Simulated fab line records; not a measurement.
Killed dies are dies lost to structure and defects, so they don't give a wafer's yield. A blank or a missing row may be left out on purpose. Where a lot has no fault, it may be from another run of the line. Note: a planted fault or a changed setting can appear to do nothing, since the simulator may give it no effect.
One fault seen from 2 desks ; flow n5_finfet ; what lay behind the numbers comes last; until then each desk has only its own

== AT THE TOOL OWNER'S DESK: cmp-04 ==
The tool's own readings at N5_MOL_CONTACT_COAG_CMP_23 (polishes, stops on SiO2, t overpolish 1.5 s, target thk 0 nm): means of the sampled wafers that have a number, for each lot that ran on this tool. Any lot whose mean is over 4 standard deviations away from the usual mean is out of limits and marked OUT; that distance is given in the brackets.
Columns: A = motor_current_A at N5_MOL_CONTACT_COAG_CMP_23, usual 8.2 A; B = overpolish_run_s at N5_MOL_CONTACT_COAG_CMP_23, usual 1.500 s; C = platen_rpm at N5_MOL_CONTACT_COAG_CMP_23, usual 50.29 rpm; D = retaining_ring_pressure_frac at N5_MOL_CONTACT_COAG_CMP_23, usual 1.000; E = time_to_endpoint_s at N5_MOL_CONTACT_COAG_CMP_23, usual 10.0 s
lot;first seen here;A;B;C;D;E
L546;day 5 15:23;8.5;1.504;50.29;1.006;9.7
L553;day 7 05:02;7.9;1.497;50.33;1.000;8.2
L565;day 10 10:57;7.9;1.503;53.64 (+99 or more) OUT;1.005;9.5
L566;day 10 15:20;8.3;1.505;51.98 (+51) OUT;1.002;6.5
Finding of this desk: L565, L566 out of limits; the first was L565 at day 10 10:57, on platen_rpm at N5_MOL_CONTACT_COAG_CMP_23. In limits: L546, L553.

== FROM THE METROLOGY DESK ==
What the gauges read for every lot (on any tool): the sampled wafers with a number, averaged. Any lot whose mean is over 4 standard deviations away from the usual mean is out of limits and marked OUT; that distance is given in the brackets. It has 10 readings; the 7 that lie furthest out on some lot are the ones shown.
Columns: A = DIBL_N at N5_BEOL_M4_RC_MEAS_101, usual 36.2 mV/V; B = DIBL_P at N5_BEOL_M4_RC_MEAS_101, usual 36.5 mV/V; C = ION_N at N5_BEOL_M4_RC_MEAS_101, usual 675 uA/um; D = ION_P at N5_BEOL_M4_RC_MEAS_101, usual 464 uA/um; E = SS_N at N5_BEOL_M4_RC_MEAS_101, usual 71.5 mV/dec; F = SS_P at N5_BEOL_M4_RC_MEAS_101, usual 73.4 mV/dec; G = VT_P at N5_BEOL_M4_RC_MEAS_101, usual -250 mV
lot;first seen here;A;B;C;D;E;F;G
L543;day 7 23:20;35.8;37.4;679;463;71.5;72.8;-249
L546;day 8 17:38;37.3;36.5;668;460;72.0;73.5;-252
L547;day 8 18:03;35.6;35.5;656;451;71.4;72.9;-254
L549;day 9 10:29;38.5;38.5;684;462;71.6;74.1;-251
L553;day 10 01:27;34.8;34.9;675;466;71.1;73.1;-252
L552;day 10 02:59;36.3;37.8;693;473;71.4;73.6;-249
L566;day 14 01:01;36.9;36.8;677;467;72.2;73.7;-248
L565;day 14 08:34;34.0;34.2;672;471;70.9;73.0;-249
This desk found nothing out of limits on any of the 8 lots.

== BROUGHT TOGETHER ==
An alarm could have come from the tool owner's desk at day 10 10:57, on L565, L566.
Nothing out of limits was seen by the metrology desk.
The metrology desk has L565, L566 on record, within its limits.
Every lot named ran N5_MOL_CONTACT_COAG_CMP_23 on cmp-04.

== WHAT THE SIMULATOR HAD PUT IN ==
cmp-04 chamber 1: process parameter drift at N5_MOL_CONTACT_COAG_CMP_23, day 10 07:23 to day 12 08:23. Setting platen_rpm, moved by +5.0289, from 50.289. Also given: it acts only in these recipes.
Struck lots among those shown: L565, L566.
Each desk's first reading out of limits, in hours after the fault started: the tool owner's desk, 4.
